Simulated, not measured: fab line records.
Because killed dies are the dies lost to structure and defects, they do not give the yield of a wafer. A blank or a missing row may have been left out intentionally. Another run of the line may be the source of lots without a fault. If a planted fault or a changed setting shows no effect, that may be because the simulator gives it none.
Chamber matching :: flow nand_harc :: NHARC_A_STAIRCASE_DEP_259 on pecvd-02 has 3 sister chambers
The step deposits SiON, target thk 30 nm. 3 wafers are shown with their chamber, then 10 later ones without.

EACH WAFER AND ITS CHAMBER
wafer: L091.1
chamber: 0
heater_power_w (W): 868

wafer: L089.2
chamber: 2
heater_power_w (W): 852

wafer: L089.3
chamber: 1
heater_power_w (W): 937

WAFERS WHOSE CHAMBER IS MISSING
wafer: L089.6
heater_power_w (W): 904

wafer: L092.2
heater_power_w (W): 886

wafer: L092.3
heater_power_w (W): 885

wafer: L092.5
heater_power_w (W): 912

wafer: L094.1
heater_power_w (W): 881

wafer: L094.3
heater_power_w (W): 815

wafer: L094.5
heater_power_w (W): 908

wafer: L095.2
heater_power_w (W): 844

wafer: L095.4
heater_power_w (W): 804

wafer: L095.5
heater_power_w (W): 818

WHICH CHAMBER EACH ONE RAN IN
wafer: L089.6
from the rows above: can't be placed: 1 or 0 or 2
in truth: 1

wafer: L092.2
from the rows above: can't be placed: 0 or 2 or 1
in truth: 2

wafer: L092.3
from the rows above: can't be placed: 0 or 2 or 1
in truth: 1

wafer: L092.5
from the rows above: can't be placed: 1 or 0 or 2
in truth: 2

wafer: L094.1
from the rows above: can't be placed: 0 or 2 or 1
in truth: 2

wafer: L094.3
from the rows above: can't be placed: 2 or 0
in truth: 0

wafer: L094.5
from the rows above: can't be placed: 1 or 0 or 2
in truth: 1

wafer: L095.2
from the rows above: can't be placed: 2 or 0
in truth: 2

wafer: L095.4
from the rows above: can't be placed: 2 or 0
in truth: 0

wafer: L095.5
from the rows above: can't be placed: 2 or 0
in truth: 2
0 of 10 placed correctly. From these rows, 10 cannot be placed; in 10 the true chamber is one of the candidates. 0 placed wrongly.
How it was worked out, from the rows above alone: a wafer's distance from a chamber is the root of the sum, over the readings, of the square of ((its reading less the chamber's mean) divided by the reading's scatter). If the next closest chamber is less than 2 further off than the closest, the wafer can't be placed; otherwise it belongs to the closest. The mean given for a chamber averages the wafers shown for that chamber. The scatter: with one shown wafer a chamber, the root of the mean of the squares of how far each hidden wafer lies from its nearest shown one.
